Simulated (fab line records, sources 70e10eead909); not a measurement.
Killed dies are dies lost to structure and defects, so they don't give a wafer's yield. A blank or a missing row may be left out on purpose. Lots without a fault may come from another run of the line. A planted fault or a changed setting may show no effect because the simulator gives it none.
Which tool did it? | flow nand_harc | 6 lots, 18 wafers sampled, at 5 steps of a route of 1302

WHAT THE GAUGES READ, wafer by wafer
NHARC_END_SORT_01.
lot  | measured     | on        | killed_at_array
L972 | day 26 19:14 | prober-01 | 76 43 81
L974 | day 26 23:59 | prober-02 | 31 24 20
L979 | day 28 16:45 | prober-01 | 41 39 42
L982 | day 30 07:48 | prober-02 | 28 30 47
L986 | day 31 01:01 | prober-02 | 48 51 71
L992 | day 33 13:56 | prober-02 | 59 43 54

WHICH TOOL RAN EACH LOT (tool, then ch and the chambers of the sampled wafers, then the start)
lot  | NHARC_P_ZERO_WELL_ETCH_62                     | NHARC_P_STI_EXPOSE_06             | NHARC_P_STI_ETCH_42               | NHARC_P_STI_CMP_21
L972 | rie_diel-01 ch 1,3, day 4 06:24 or earlier    | krf_scanner-01 ch 0, day 4 06:24  | rie_diel-12 ch 0,1,2, day 4 06:54 | cmp-04 ch 1,2,3, day 5 08:14
L974 | rie_diel-01 ch 1,2,3, day 4 23:40 or earlier  | krf_scanner-01 ch 0, day 4 23:40  | rie_diel-10 ch 0,1,2, day 5 00:12 | cmp-03 ch 0,1,3, day 6 00:28
L979 | rie_diel-04 ch 0,2,3, day 7 01:52 or earlier  | krf_scanner-03 ch 0, day 7 01:52  | rie_diel-12 ch 1,3, day 7 02:20   | cmp-04 ch 0,2,3, day 7 19:37
L982 | rie_diel-04 ch 0,1,2, day 8 09:10 or earlier  | krf_scanner-03 ch 0, day 8 09:10  | rie_diel-10 ch 0,1,3, day 8 09:39 | cmp-04 ch 0,1,2, day 9 14:38
L986 | rie_diel-06 ch 1,3, day 9 19:56 or earlier    | krf_scanner-04 ch 0, day 9 19:56  | rie_diel-10 ch 0,2,3, day 9 20:26 | cmp-03 ch 0,2,3, day 10 19:24
L992 | rie_diel-06 ch 1,2,3, day 12 08:37 or earlier | krf_scanner-04 ch 0, day 12 08:37 | rie_diel-03 ch 0,1, day 12 09:07  | cmp-03 ch 2,3, day 13 02:28
- NHARC_P_ZERO_WELL_ETCH_62: etches the open film in CHF3/Ar, target depth 13 nm, time 6.5 s.
- NHARC_P_STI_EXPOSE_06: exposes mask P STI, target cd 200 nm.
- NHARC_P_STI_ETCH_42: etches the open film in N2/H2, target depth 80 nm, overetch 24 nm, time 61 s.
- NHARC_P_STI_CMP_21: polishes, t overpolish 20 s, target thk 380.67 nm.

THE ANSWER, worked out from the rows above alone
Rule: what is usual is taken from the lots themselves. Put in order of their means at a reading, lots are off if they are a third of the lots or fewer, leave a main group of 4 or more, and stand apart from it by a gap of 3 or more times the standard deviation of the main group's means; of several such gaps the widest counts. A main group whose means are all the same, to the digits that the tables above print for the reading, isn't used. A lot without any number at a reading at which 4 lots or more have one is off too. The other lots that the step has rows for count as sound.
No lot is off at any reading shown: from this, nothing can be told.

WHAT THE SIMULATOR HAD PUT IN
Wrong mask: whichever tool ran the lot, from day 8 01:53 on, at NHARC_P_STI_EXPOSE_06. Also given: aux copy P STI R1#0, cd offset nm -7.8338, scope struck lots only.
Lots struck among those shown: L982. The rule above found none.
